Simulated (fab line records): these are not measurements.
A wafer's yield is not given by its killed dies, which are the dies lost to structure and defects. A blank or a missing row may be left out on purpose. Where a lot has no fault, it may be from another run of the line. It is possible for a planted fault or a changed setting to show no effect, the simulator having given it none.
fab line records    flow nand-harc
record lots=12  wafers=36  last-day=33
route steps=1302 shown A_M0@1167 A_M1@1169 END@1302
lots that met no fault: taken from a fault-free run of the same line
start-h: hours from the record's first day to the start of the lot's first wafer shown    wait-h: hours from the lot's prior step to this one    " unchanged from the row above    L1.1+2: one row covering several wafers at once    - no value present, or no start provided    * or withheld: withheld    < > ~ a bound
route shown NAME@n: NAME is a module with steps in the file, n the number in the route of the first one    usual: mean/standard deviation taken from wafers without a fault    same: alike in all rows    chamber/n: place in a boat    sites: each site's reading    _std_site: the values' standard deviation    _edge_site: mean of outer sites minus mean of inner sites    radius-mm: how far each site lies from the wafer's centre    mask NAME#n: copy n    behind: tool/chamber where the wafer was last shaped    hold: why the lot was held/for how many hours/how that ended    device: the transistor (n, p or np) that didn't switch    end of line: at the end of the route, the tests of the same wafers    where a step has no rows: the recipe by itself    killed: at the first sort, the dies lost to defects and structure; wafer yield is something else    map: a wafer's dies, marking killed ones x, the rest . and places with no die _
set.NAME: the setting as run; set.NAME@STEP: as run at that earlier step    model.NAME: the simulator's own value behind a step, which no gauge read
a sample of lots followed through the steps of the route, with each step as a table and each wafer as a row
services: a tool's chamber out of use, with start hour (start-h, from the record's first day; less than 0 if before it), hours out, and reason
## steps
# step NHARC_A_M0_PRE_CLEAN_31
# recipe time-s=12  temp-c=370  rf-power-w=300  gas=NH3
# usual heater-power-w=681/84
lot.wafer  tool      chamber  start-h  wait-h  heater-power-w
L589.1     pecvd-04  1        534.37   0.1     723
L589.2     "         0        "        "       736
L589.5     "         2        "        "       735
L592.1     pecvd-02  1        545.86   0.1     725
L592.6     "         1        "        "       732
L592.5     "         0        "        "       724
L591.3     pecvd-02  0        553.54   0.1     721
L591.2     "         1        "        "       705
L591.5     "         1        "        "       704
L600.1     pecvd-04  1        645.20   0.1     711
L600.2     "         0        "        "       721
L600.5     "         0        "        "       714
L603.2     pecvd-03  1        669.47   0.1     730
L603.6     "         2        "        "       530
L603.5     "         0        "        "       590
L602.2     pecvd-04  1        674.10   0.1     620
L602.3     "         2        "        "       760
L602.5     "         0        "        "       764
L606.2     pecvd-04  0        705.65   0.1     636
L606.1     "         1        "        "       740
L606.4     "         2        "        "       763
L605.2     pecvd-03  1        714.14   0.1     639
L605.4     "         1        "        "       645
L605.6     "         2        "        "       526
L609.2     pecvd-02  0        722.97   0.1     692
L609.5     "         0        "        "       680
L609.6     "         1        "        "       678
L607.1     pecvd-04  2        728.97   0.1     757
L607.4     "         0        "        "       736
L607.6     "         1        "        "       638
L608.1     pecvd-04  0        729.71   0.2     744
L608.5     "         2        "        "       651
L608.4     "         0        "        "       728
L610.3     pecvd-04  1        753.14   0.1     726
L610.1     "         0        "        "       737
L610.4     "         1        "        "       726
# step NHARC_A_M1_DEP_00
# recipe target-thk-a=1825  target-thk-nm=182.5  temp-c=withheld  pressure-torr=5  flow-sccm=200  rf-w=600  material=SiOC
# usual showerhead-vpp-V=1461/60
lot.wafer  tool      chamber  start-h  wait-h  showerhead-vpp-V
L589.2     pecvd-02  0        534.91   -       1548
L589.1     "         1        "        "       1481
L589.5     "         0        "        "       1492
L592.1     pecvd-04  1        546.40   -       1462
L592.6     "         0        "        "       1520
L592.5     "         2        "        "       1396
L591.2     pecvd-04  0        554.01   -       1524
L591.3     "         1        "        "       1470
L591.5     "         2        "        "       1358
L600.2     pecvd-03  1        645.69   -       1329
L600.1     "         2        "        "       1430
L600.5     "         2        "        "       1423
L603.2     pecvd-02  0        670.05   -       1535
L603.6     "         2        "        "       1486
L603.5     "         0        "        "       1493
L602.2     pecvd-03  0        674.59   -       1533
L602.3     "         2        "        "       1420
L602.5     "         2        "        "       1436
L606.1     pecvd-04  2        706.11   -       1388
L606.2     "         0        "        "       1525
L606.4     "         1        "        "       1473
L605.2     pecvd-02  1        714.72   -       1486
L605.6     "         0        "        "       1517
L605.4     "         1        "        "       1506
L609.2     pecvd-04  0        723.45   -       1484
L609.6     "         1        "        "       1454
L609.5     "         2        "        "       1407
L607.1     pecvd-04  0        729.46   -       1522
L607.6     "         0        "        "       1501
L607.4     "         1        "        "       1448
L608.1     pecvd-02  0        730.22   -       1518
L608.5     "         2        "        "       1466
L608.4     "         1        "        "       1514
L610.1     pecvd-04  2        753.65   -       1378
L610.3     "         0        "        "       1491
L610.4     "         2        "        "       1374
# step NHARC_A_M1_INSPECT_11
# usual raw-defect-count=85/44
lot.wafer  tool               chamber  start-h  wait-h  raw-defect-count
L589.1     defect-inspect-02  -        535.82   0.0     74
L589.2     "                  -        "        "       70
L589.5     "                  -        "        "       71
L592.1     defect-inspect-02  -        547.31   0.0     867
L592.5     "                  -        "        "       893
L592.6     "                  -        "        "       865
L591.2     defect-inspect-02  -        554.97   0.0     988
L591.3     "                  -        "        "       977
L591.5     "                  -        "        "       1006
L600.1     defect-inspect-01  -        646.52   0.0     129
L600.2     "                  -        "        "       138
L600.5     "                  -        "        "       141
L603.2     defect-inspect-02  -        670.92   0.0     70
L603.5     "                  -        "        "       66
L603.6     "                  -        "        "       49
L602.2     defect-inspect-02  -        675.42   0.0     53
L602.3     "                  -        "        "       65
L602.5     "                  -        "        "       64
L606.1     defect-inspect-01  -        706.94   0.0     162
L606.2     "                  -        "        "       158
L606.4     "                  -        "        "       161
L605.2     defect-inspect-02  -        715.47   0.0     36
L605.4     "                  -        "        "       50
L605.6     "                  -        "        "       44
L609.2     defect-inspect-02  -        724.41   0.0     14
L609.5     "                  -        "        "       14
L609.6     "                  -        "        "       18
L607.1     defect-inspect-02  -        730.37   0.0     37
L607.4     "                  -        "        "       38
L607.6     "                  -        "        "       45
L608.1     defect-inspect-02  -        731.01   0.0     109
L608.4     "                  -        "        "       115
L608.5     "                  -        "        "       120
L610.1     defect-inspect-01  -        754.56   0.0     127
L610.3     "                  -        "        "       127
L610.4     "                  -        "        "       124
# step NHARC_A_M1_STRIP_18
# recipe power-w=1000  n2-flow-sccm=150  h2-flow-sccm=150  ar-flow-sccm=0  bias-w=0  chemistry=N2/H2
# usual drypump-motor-current-A=5.8/0.39  oes-product-au=0.995/0.0091  rf-vpp-V=90.6/0.99  showerhead-plenum-p-Torr=2.02/0.1  throttle-valve-pct=14.171/0.0086
lot.wafer  tool         chamber  start-h  wait-h  drypump-motor-current-A  oes-product-au  rf-hours-counter-h  rf-vpp-V  showerhead-plenum-p-Torr  throttle-valve-pct
L589.1     rie-diel-07  0        536.34   0.1     5.2                      0.997           2.5                 89.9      1.93                      14.160
L589.2     "            1        "        "       6.5                      0.994           2.2                 90.5      2.18                      14.172
L589.5     "            3        "        "       5.8                      0.984           -                   90.6      1.93                      14.169
L592.1     rie-diel-07  1        547.83   0.1     6.5                      0.988           3.8                 90.8      2.18                      14.172
L592.5     "            2        "        "       5.8                      1.003           -                   90.6      2.00                      14.173
L592.6     "            3        "        "       5.8                      0.997           -                   89.5      1.93                      14.188
L591.2     rie-diel-07  1        555.41   0.1     6.6                      0.999           4.0                 92.4      2.18                      14.169
L591.3     "            3        "        "       5.8                      0.986           3.9                 89.0      1.93                      14.166
L591.5     "            2        "        "       5.8                      0.991           -                   90.8      2.00                      14.166
L600.2     rie-diel-07  2        646.97   0.1     5.7                      1.002           7.4                 90.1      2.00                      14.148
L600.1     "            0        "        "       5.3                      1.001           8.7                 90.4      1.93                      14.167
L600.5     "            3        "        "       5.8                      0.983           -                   89.7      1.93                      14.168
L603.2     rie-diel-02  3        671.36   0.1     5.7                      1.005           4.6                 90.0      1.92                      14.174
L603.5     "            3        "        "       5.7                      1.004           -                   90.7      1.92                      14.171
L603.6     "            0        "        "       5.7                      1.015           -                   92.0      2.13                      14.164
L602.3     rie-diel-04  2        675.86   0.1     5.9                      1.007           4.3                 90.3      2.14                      14.187
L602.2     "            1        "        "       6.4                      0.999           4.2                 90.5      2.12                      14.158
L602.5     "            2        "        "       5.9                      1.000           -                   91.8      2.14                      14.174
L606.4     rie-diel-07  1        707.40   0.1     6.5                      0.996           1.7                 91.1      2.18                      14.171
L606.2     "            2        "        "       5.8                      0.986           1.9                 90.4      2.00                      14.161
L606.1     "            3        "        "       5.8                      1.002           1.9                 91.5      1.93                      14.168
L605.2     rie-diel-02  0        716.03   0.2     5.7                      1.016           8.6                 90.9      2.13                      14.178
L605.6     "            1        "        "       5.7                      0.990           -                   89.3      2.00                      14.180
L605.4     "            2        "        "       5.8                      0.996           -                   90.0      1.88                      14.163
L609.2     rie-diel-07  2        724.87   0.1     5.8                      0.993           3.2                 90.5      2.00                      14.175
L609.5     "            1        "        "       6.5                      0.995           -                   90.5      2.18                      14.169
L609.6     "            2        "        "       5.8                      0.991           -                   89.3      2.00                      14.166
L607.4     rie-diel-07  3        730.82   0.1     5.8                      0.993           3.5                 89.5      1.93                      14.172
L607.1     "            1        "        "       6.5                      1.004           3.3                 89.7      2.18                      14.164
L607.6     "            3        "        "       5.8                      0.992           -                   91.7      1.93                      14.162
L608.4     rie-diel-02  3        731.45   0.1     5.7                      1.002           8.0                 89.4      1.92                      14.166
L608.1     "            1        "        "       5.7                      0.993           8.5                 90.8      2.00                      14.164
L608.5     "            0        "        "       5.7                      1.001           -                   92.4      2.13                      14.184
L610.3     rie-diel-07  1        755.49   0.1     6.5                      0.995           5.0                 92.0      2.18                      14.166
L610.1     "            3        "        "       5.8                      1.002           5.1                 90.3      1.93                      14.191
L610.4     "            0        "        "       5.2                      0.976           4.6                 90.2      1.92                      14.175
# step NHARC_A_M1_ETCH_28
# recipe target-depth-a=300  over-etch-frac=0.3  time-s=72.99  ion-energy-ev=150  cf4-flow-sccm=50  n2-flow-sccm=100  ar-flow-sccm=150  rf-w=300  bias-w=100  chemistry=CF4/N2
# usual drypump-motor-current-A=5.9/0.4  oes-product-au=0.995/0.0096  rf-vpp-V=313.9/2.1  showerhead-plenum-p-Torr=2.61/0.12  throttle-valve-pct=19.794/0.0086
# same over-etch-frac=0.3
lot.wafer  tool         chamber  start-h  wait-h  drypump-motor-current-A  oes-product-au  rf-hours-counter-h  rf-vpp-V  showerhead-plenum-p-Torr  throttle-valve-pct
L589.2     rie-diel-07  1        -        -       6.5                      1.003           2.2                 317.0     2.79                      19.788
L589.1     "            3        "        "       5.8                      0.988           2.4                 312.3     2.50                      19.790
L589.5     "            0        "        "       5.2                      1.005           -                   312.7     2.49                      19.814
L592.1     rie-diel-07  1        -        -       6.5                      0.988           3.8                 316.1     2.79                      19.797
L592.6     "            0        "        "       5.2                      0.999           -                   312.7     2.49                      19.793
L592.5     "            1        "        "       6.5                      0.979           -                   316.6     2.79                      19.792
L591.2     rie-diel-07  3        -        -       5.8                      1.002           4.0                 312.3     2.50                      19.786
L591.3     "            0        "        "       5.2                      1.003           4.2                 311.6     2.49                      19.787
L591.5     "            0        "        "       5.2                      1.006           -                   312.9     2.49                      19.780
L600.2     rie-diel-07  3        -        -       5.8                      0.999           8.4                 311.9     2.49                      19.779
L600.1     "            1        "        "       6.5                      0.995           8.1                 316.9     2.79                      19.788
L600.5     "            2        "        "       5.7                      1.014           -                   313.7     2.58                      19.791
L603.2     rie-diel-02  0        -        -       5.7                      1.008           5.6                 315.9     2.73                      19.791
L603.5     "            2        "        "       5.8                      0.975           -                   312.4     2.44                      19.798
L603.6     "            3        "        "       5.7                      0.997           -                   311.0     2.48                      19.799
L602.2     rie-diel-04  3        -        -       6.1                      0.995           4.7                 312.8     2.61                      19.797
L602.3     "            2        "        "       5.9                      0.996           4.4                 315.0     2.75                      19.776
L602.5     "            3        "        "       6.1                      0.992           -                   313.3     2.61                      19.797
L606.1     rie-diel-07  2        -        -       5.8                      0.990           2.0                 314.1     2.58                      19.797
L606.2     "            3        "        "       5.8                      1.000           1.9                 311.6     2.49                      19.803
L606.4     "            0        "        "       5.2                      0.997           1.7                 311.1     2.49                      19.782
L605.2     rie-diel-02  1        -        -       5.7                      0.988           8.2                 313.3     2.58                      19.797
L605.4     "            0        "        "       5.7                      1.005           -                   317.5     2.73                      19.777
L605.6     "            1        "        "       5.7                      0.991           -                   315.6     2.58                      19.797
L609.2     rie-diel-07  1        -        -       6.5                      0.997           2.9                 317.3     2.79                      19.792
L609.6     "            1        "        "       6.5                      0.993           -                   316.1     2.79                      19.788
L609.5     "            2        "        "       5.8                      0.979           -                   313.2     2.58                      19.792
L607.4     rie-diel-07  1        -        -       6.6                      0.995           3.3                 316.9     2.79                      19.791
L607.1     "            0        "        "       5.2                      0.979           3.1                 312.4     2.49                      19.798
L607.6     "            1        "        "       6.5                      0.986           -                   315.8     2.79                      19.798
L608.4     rie-diel-02  0        -        -       5.7                      1.006           9.0                 316.1     2.73                      19.820
L608.1     "            1        "        "       5.7                      0.987           8.6                 313.9     2.58                      19.802
L608.5     "            1        "        "       5.7                      0.991           -                   314.0     2.58                      19.816
L610.1     rie-diel-07  1        -        -       6.5                      0.999           5.0                 316.2     2.79                      19.795
L610.4     "            2        "        "       5.7                      0.988           5.5                 312.8     2.58                      19.790
L610.3     "            3        "        "       5.8                      0.996           5.1                 311.8     2.49                      19.791
# step NHARC_END_SORT_01
# recipe temp-c=25
# usual defect-limited-yield=91/3.5  killed-at-array=59/24  killed-at-other=0.7/1.2  killed-at-periphery=3.5/2.6  killed-dies=63/24  killed-open=3.2/2.1  killed-short=2.4/1.5
# same gross-dies=677
lot.wafer  tool       chamber  start-h  wait-h  defect-limited-yield[%]  killed-at-array  killed-at-other  killed-at-periphery  killed-dies  killed-open  killed-short
L592.1     prober-02  0        581.53   2.5     88                       76               0                3                    79           0            1
L592.5     prober-02  0        584.69   3.7     82                       116              0                3                    119          2            7
L592.6     prober-02  0        585.49   4.0     88                       76               0                3                    79           8            1
L591.2     prober-02  0        593.06   2.8     79                       139              0                2                    141          4            1
L591.3     prober-02  0        593.88   3.1     75                       170              0                0                    170          5            0
L591.5     prober-02  0        595.51   3.8     71                       194              1                3                    198          4            1
L602.2     prober-02  0        708.66   2.8     93                       44               0                1                    45           3            2
L602.3     prober-02  0        709.47   3.1     92                       55               0                1                    56           4            3
L602.5     prober-02  0        711.09   3.8     94                       41               0                2                    43           2            2
L605.2     prober-01  0        767.38   2.8     95                       30               1                5                    36           8            1
L605.4     prober-01  0        768.97   3.4     93                       43               0                2                    45           1            2
L605.6     prober-01  0        770.57   4.0     93                       41               1                3                    45           4            2
# killed by level:class
L592.1 A_M1:unspecified=55 A_CHANNEL_HOLE_D2:chamber-film-flake=8 A_CONTACT:chamber-film-flake=4 P_M1:chamber-film-flake=2 A_CHANNEL_HOLE_D1:chamber-film-flake=2 A_STAIRCASE:chamber-film-flake=2 A_DECK1_JOINT:geometric-particle:short=1 P_GATE:chamber-film-flake=1
L592.5 A_M1:unspecified=80 A_CHANNEL_HOLE_D2:chamber-film-flake=9 A_CHANNEL_HOLE_D1:chamber-film-flake=4 A_STAIRCASE:chamber-film-flake=4 A_CHANNEL_FILL_D1:chamber-film-flake=3 A_WL_FILL:chamber-film-flake=3 A_CONTACT:chamber-film-flake=3 A_CHANNEL_HOLE_D2:geometric-particle:short=2
L592.6 A_M1:unspecified=50 A_CHANNEL_HOLE_D2:chamber-film-flake=11 A_CHANNEL_FILL_D2:geometric-particle:open=2 A_CHANNEL_HOLE_D1:chamber-film-flake=2 A_CHANNEL_FILL_D1:chamber-film-flake=2 A_STAIRCASE:chamber-film-flake=2 P_GATE:geometric-particle:open=1 P_CONTACT:geometric-particle:open=1
L591.2 A_M1:unspecified=46 A_CHANNEL_HOLE_D2:chamber-film-flake=28 A_CHANNEL_HOLE_D1:chamber-film-flake=25 A_SLIT:chamber-film-flake=21 A_CONTACT:chamber-film-flake=5 A_STAIRCASE:chamber-film-flake=4 A_BONDPAD:chamber-film-flake=4 A_CHANNEL_FILL_D1:geometric-particle:open=2
L591.3 A_M1:unspecified=58 A_CHANNEL_HOLE_D2:chamber-film-flake=36 A_CHANNEL_HOLE_D1:chamber-film-flake=32 A_SLIT:chamber-film-flake=29 A_CONTACT:chamber-film-flake=5 A_CHANNEL_FILL_D2:geometric-particle:open=2 A_ZERO_WELL:chamber-film-flake=2 A_ONON_D2:geometric-particle:open=1
L591.5 A_M1:unspecified=81 A_CHANNEL_HOLE_D2:chamber-film-flake=40 A_CHANNEL_HOLE_D1:chamber-film-flake=35 A_SLIT:chamber-film-flake=24 A_CONTACT:chamber-film-flake=8 P_M1:chamber-film-flake=2 A_STAIRCASE:chamber-film-flake=2 P_M0:geometric-particle:open=1
L602.2 A_CHANNEL_HOLE_D1:chamber-film-flake=33 A_CONTACT:chamber-film-flake=4 A_STAIRCASE:chamber-film-flake=2 P_M0:geometric-particle:open=1 A_ONON_D2:geometric-particle:open=1 A_ONON_D2:geometric-particle:short=1 A_SGD_CUT:geometric-particle:short=1 A_BLC:geometric-particle:open=1
L602.3 A_CHANNEL_HOLE_D1:chamber-film-flake=34 A_ZERO_WELL:chamber-film-flake=5 A_SLIT:chamber-film-flake=5 A_STAIRCASE:chamber-film-flake=2 P_CONTACT:geometric-particle:open=1 A_DECK1_JOINT:geometric-particle:open=1 A_DECK1_JOINT:geometric-particle:short=1 A_SGD_CUT:geometric-particle:short=1
L602.5 A_CHANNEL_HOLE_D1:chamber-film-flake=32 A_ZERO_WELL:chamber-film-flake=3 P_M1:geometric-particle:short=1 A_ONON_D1:geometric-particle:open=1 A_CHANNEL_HOLE_D1:geometric-particle:open=1 A_CHANNEL_FILL_D2:geometric-particle:short=1 P_ZERO_WELL:chamber-film-flake=1 A_CHANNEL_FILL_D2:chamber-film-flake=1
L605.2 A_SGD_CUT:chamber-film-flake=7 A_CHANNEL_HOLE_D1:chamber-film-flake=5 A_STAIRCASE:chamber-film-flake=5 P_GATE:chamber-film-flake=3 A_SLIT:chamber-film-flake=3 A_ONON_D2:geometric-particle:open=2 A_M0:geometric-particle:open=2 A_WL_FILL:chamber-film-flake=2
L605.4 A_CHANNEL_HOLE_D1:chamber-film-flake=14 A_SLIT:chamber-film-flake=9 A_STAIRCASE:chamber-film-flake=8 A_SGD_CUT:chamber-film-flake=3 A_CONTACT:chamber-film-flake=2 A_CHANNEL_HOLE_D1:geometric-particle:open=1 A_ONON_D2:geometric-particle:short=1 A_WL_FILL:geometric-particle:short=1
L605.6 A_CHANNEL_HOLE_D1:chamber-film-flake=11 A_STAIRCASE:chamber-film-flake=9 A_SLIT:chamber-film-flake=5 A_SGD_CUT:chamber-film-flake=3 A_WL_FILL:chamber-film-flake=3 A_CHANNEL_FILL_D1:chamber-film-flake=2 P_CONTACT:geometric-particle:short=1 A_ONON_D1:geometric-particle:open=1
## services
tool         chamber  start-h  hours  kind
rie-diel-02  0        523.28   4.3    repair
rie-diel-07  2        529.17   8.4    repair
rie-diel-07  0        529.20   -      clean
rie-diel-07  1        529.20   -      clean
rie-diel-07  3        529.20   -      clean
rie-diel-04  -        531.90   9.0    pm
pecvd-03     -        545.62   1.8    repair
pecvd-03     -        547.79   13.0   pm
rie-diel-07  0        553.70   -      clean
rie-diel-02  -        570.71   9.0    pm
pecvd-02     -        589.01   13.0   pm
rie-diel-04  2        611.62   4.7    repair
rie-diel-04  -        626.46   0.4    repair
pecvd-04     -        631.35   13.0   pm
rie-diel-07  -        648.20   9.0    pm
rie-diel-02  3        651.34   8.0    repair
pecvd-02     2        671.90   5.0    repair
rie-diel-02  1        684.94   5.9    repair
rie-diel-04  -        708.90   9.0    pm
rie-diel-02  3        712.53   4.9    repair
pecvd-03     2        716.46   18.6   repair
pecvd-03     -        728.79   13.0   pm
rie-diel-04  1        737.81   19.8   repair
rie-diel-02  -        747.75   9.0    pm
## key
first-sign step=NHARC_A_M1_INSPECT_11  reading=raw-defect-count  direction=up  sigmas=19  usual=85  struck=933
effect step=NHARC_END_SORT_01  reading=killed-at-array  direction=up  sigmas=2.9  usual=59  struck=128  wafers-moved=5
more-kills-born-at NHARC_A_M1_DEP_00@pecvd-04=370
met-at NHARC_A_M1_DEP_00
struck-lots L591,L592
not-acting-at NHARC_A_M0_PRE_CLEAN_31,NHARC_A_M1_STRIP_18,NHARC_A_M1_ETCH_28
fault kind=chamber-particle-source  tool=pecvd-04  chamber=-  onset-h=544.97  steps=NHARC_A_M1_DEP_00  rate-per-visit-cm2=1.3129  end-h=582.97
